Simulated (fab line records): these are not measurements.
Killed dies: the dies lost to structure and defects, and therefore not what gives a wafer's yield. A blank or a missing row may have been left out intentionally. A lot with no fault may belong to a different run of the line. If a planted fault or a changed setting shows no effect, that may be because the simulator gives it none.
Chamber matching + flow n5-finfet + 4 sister chambers for N5_BEOL_M7_ETCH_62 on rie-diel-06
The step etches SOC in N2/H2, target depth 110 nm, overetch 22 nm, time 165 s. 8 wafers are shown with their chamber, then 10 later ones without.

## WAFERS PAIRED WITH THEIR CHAMBERS
| wafer  | chamber | showerhead-plenum-p-Torr (Torr) | drypump-motor-current-A (A) |
|--------|---------|---------------------------------|-----------------------------|
| L087.4 | 2       | 2.70                            | 4.8                         |
| L088.1 | 2       | 2.70                            | 4.8                         |
| L088.2 | 0       | 2.61                            | 5.6                         |
| L088.4 | 1       | 2.36                            | 5.6                         |
| L088.5 | 3       | 2.49                            | 6.1                         |
| L088.6 | 0       | 2.61                            | 5.6                         |
| L091.1 | 3       | 2.48                            | 6.2                         |
| L091.3 | 1       | 2.36                            | 5.5                         |

## WAFERS MISSING THEIR CHAMBER
| wafer  | showerhead-plenum-p-Torr (Torr) | drypump-motor-current-A (A) |
|--------|---------------------------------|-----------------------------|
| L091.5 | 2.36                            | 5.5                         |
| L093.1 | 2.48                            | 6.2                         |
| L093.4 | 2.69                            | 4.8                         |
| L093.5 | 2.48                            | 6.2                         |
| L096.2 | 2.69                            | 4.8                         |
| L096.3 | 2.48                            | 6.1                         |
| L096.5 | 2.48                            | 6.2                         |
| L097.1 | 2.69                            | 4.8                         |
| L097.3 | 2.60                            | 5.6                         |
| L097.5 | 2.35                            | 5.5                         |

## WHICH CHAMBER EACH ONE RAN IN
| wafer  | from the rows above | in truth |
|--------|---------------------|----------|
| L091.5 | 1                   | 1        |
| L093.1 | 3                   | 3        |
| L093.4 | 2                   | 2        |
| L093.5 | 3                   | 3        |
| L096.2 | 2                   | 2        |
| L096.3 | 3                   | 3        |
| L096.5 | 3                   | 3        |
| L097.1 | 2                   | 2        |
| L097.3 | 0                   | 0        |
| L097.5 | 1                   | 1        |
Correct placement for 10 of the 10. Not placeable from these rows: 0. Placed wrongly: 0.
How it was worked out, from the rows above alone: a wafer's distance from a chamber is the root of the sum, over the readings, of the square of ((its reading less the chamber's mean) divided by the reading's scatter). If the next closest chamber is less than 2 further off than the closest, the wafer can't be placed; otherwise it belongs to the closest. A chamber's mean is the mean of its shown wafers. The scatter: the root of (the sum of the squares of (reading less its chamber's mean) over the shown wafers, divided by (wafers less chambers)).
